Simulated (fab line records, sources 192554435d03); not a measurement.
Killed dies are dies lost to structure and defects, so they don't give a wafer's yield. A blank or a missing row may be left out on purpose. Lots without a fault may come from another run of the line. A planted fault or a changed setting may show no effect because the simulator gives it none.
Chamber matching | flow n5_finfet | N5_BEOL_M8_CVD_78 on cvd_co-01: 3 sister chambers
The step deposits Co from CCTBA/H2, target thk 2 nm, time 142.3 s. 6 wafers are shown with their chamber, then 7 later ones without.

WAFERS WITH THEIR CHAMBER
wafer  | chamber | run_length_s (s)
L189.3 | 1       | 165.1
L192.3 | 1       | 165.1
L192.4 | 2       | 164.6
L192.6 | 0       | 165.2
L190.3 | 0       | 165.8
L190.4 | 2       | 165.1

WAFERS WITHOUT THEIR CHAMBER
wafer  | run_length_s (s)
L190.5 | 165.6
L204.1 | 165.3
L204.2 | 165.1
L204.4 | 164.6
L205.2 | 164.4
L205.4 | 165.3
L205.5 | 164.5

WHICH CHAMBER EACH WENT THROUGH
wafer  | from the rows above          | in truth
L190.5 | can't be placed: 0 or 1      | 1
L204.1 | can't be placed: 0 or 1 or 2 | 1
L204.2 | can't be placed: 1 or 2 or 0 | 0
L204.4 | can't be placed: 2 or 1      | 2
L205.2 | can't be placed: 2 or 1      | 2
L205.4 | can't be placed: 0 or 1 or 2 | 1
L205.5 | can't be placed: 2 or 1      | 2
Placed correctly: 0 of 7. Can't be placed from these rows: 7 (the true chamber is among the candidates in 7). Placed wrongly: 0.
How it was worked out, from the rows above alone: a wafer's distance from a chamber is the root of the sum, over the readings, of the square of ((its reading less the chamber's mean) divided by the reading's scatter). The wafer belongs to the nearest chamber; if the next one is less than 2 further off, it can't be placed. A chamber's mean is the mean of its shown wafers. The scatter: the root of (the sum of the squares of (reading less its chamber's mean) over the shown wafers, divided by (wafers less chambers)).
